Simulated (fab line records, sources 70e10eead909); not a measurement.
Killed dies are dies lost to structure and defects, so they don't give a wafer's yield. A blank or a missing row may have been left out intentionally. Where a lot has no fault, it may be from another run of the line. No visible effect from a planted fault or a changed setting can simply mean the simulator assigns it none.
A struck lot beside a sound one + flow nand-harc + 13 steps out of a route of 1302
Sound: these wafers, L903.1, L903.3, L903.4. The struck wafers were L886.1, L886.5, L886.6. The cause comes at the end.
Per side, at each step with rows, come the tool, then ch with its chambers, and then its first start. Under that, the readings that differ: sound wafers + struck wafers + difference of the means + sigmas: that difference in standard deviations of wafers without a fault.
alike: a reading whose means differ by less than 2 such deviations, as well as words and numbers matching on both sides. not compared: withheld readings; readings where some wafer has no value; bounds like >300 that might hide an equal value; numbers whose values overlap and for which the record gives no deviation.
The two part at a step that has a row with sigmas, a row that says differs or no value, or rows on one side only. Numbers that don't overlap but have no deviation are shown without sigmas and don't part them. A reading missing from all wafers of one side parts the sides only when that side holds two or more wafers.

NHARC_A_WL_FILL_STRIP_27: strips in N2/H2, time 20 s.
  sound on plasma-asher-01 ch 0,1, day 28 14:19; struck on plasma-asher-01 ch 0,1, day 21 11:20
  alike: drypump-motor-current-A, heater-power-w
  not compared: rf-hours-counter-h
then, 4 steps without rows for these wafers: NHARC_A_WL_FILL_STRIP_28 (strips in post etch residue remover, time 1200 s); NHARC_A_WL_FILL_PRECLEAN_06 (cleans in DIW, time 300 s); NHARC_A_WL_FILL_SRD_07; NHARC_A_WL_FILL_ANNEAL_08 (time 1800 s).
NHARC_A_WL_FILL_ALD_10: deposits SiO2, target thk 50 nm, pulse time 10 s, ald cycles 500.
  sound on ald-hk-01 ch 0,1,3, day 28 21:31; struck on ald-hk-01 ch 0,1,3, day 21 23:56
  alike: heater-power-outer-w, heater-power-w, precursor-pulse-height-rel
NHARC_A_WL_FILL_ETCHBACK_16: etches the open film in C4F8/O2/Ar, target depth 120 nm, time 24 s.
  sound: rie-diel-06 ch 1,2,3; struck: rie-diel-13 ch 0,1
  alike: oes-product-au, rf-vpp-V
  not compared: rf-hours-counter-h
NHARC_A_WL_FILL_STRIP_29: strips in O2, time 20 s.
  sound on rie-diel-06 ch 0,2,3, day 29 02:15; struck on rie-diel-13 ch 1,3, day 22 03:08
  alike: drypump-motor-current-A, oes-product-au, rf-vpp-V, showerhead-plenum-p-Torr, throttle-valve-pct
  not compared: rf-hours-counter-h
then, 3 steps without rows for these wafers: NHARC_A_WL_FILL_ETCHBACK_17 (etches the open film in Cl2/BCl3, target depth 4 nm, time 26.7 s); NHARC_A_WL_FILL_PRECLEAN_18 (cleans in dHF, time 30 s); NHARC_A_WL_FILL_SRD_21.
NHARC_A_WL_FILL_CVD_23: deposits poly-Si, target thk 40 nm, time 800 s.
  sound on lpcvd-poly-04 ch 0, day 29 04:59; struck on lpcvd-poly-02 ch 0, day 23 11:53
  alike: pressure-mtorr, spike-tc-centre-C
NHARC_A_WL_FILL_ETCHBACK_26: etches the open film in HBr, target depth 52 nm, time 13.3 s.
  sound on rie-si-02 ch 0,1,2, day 29 07:33; struck on rie-si-05 ch 0,3, day 23 14:29
  alike: drypump-motor-current-A, oes-product-au, throttle-valve-pct
  not compared: rf-hours-counter-h

WHERE THEY PART
Nowhere in this record.

WHY: whatever the simulator had introduced
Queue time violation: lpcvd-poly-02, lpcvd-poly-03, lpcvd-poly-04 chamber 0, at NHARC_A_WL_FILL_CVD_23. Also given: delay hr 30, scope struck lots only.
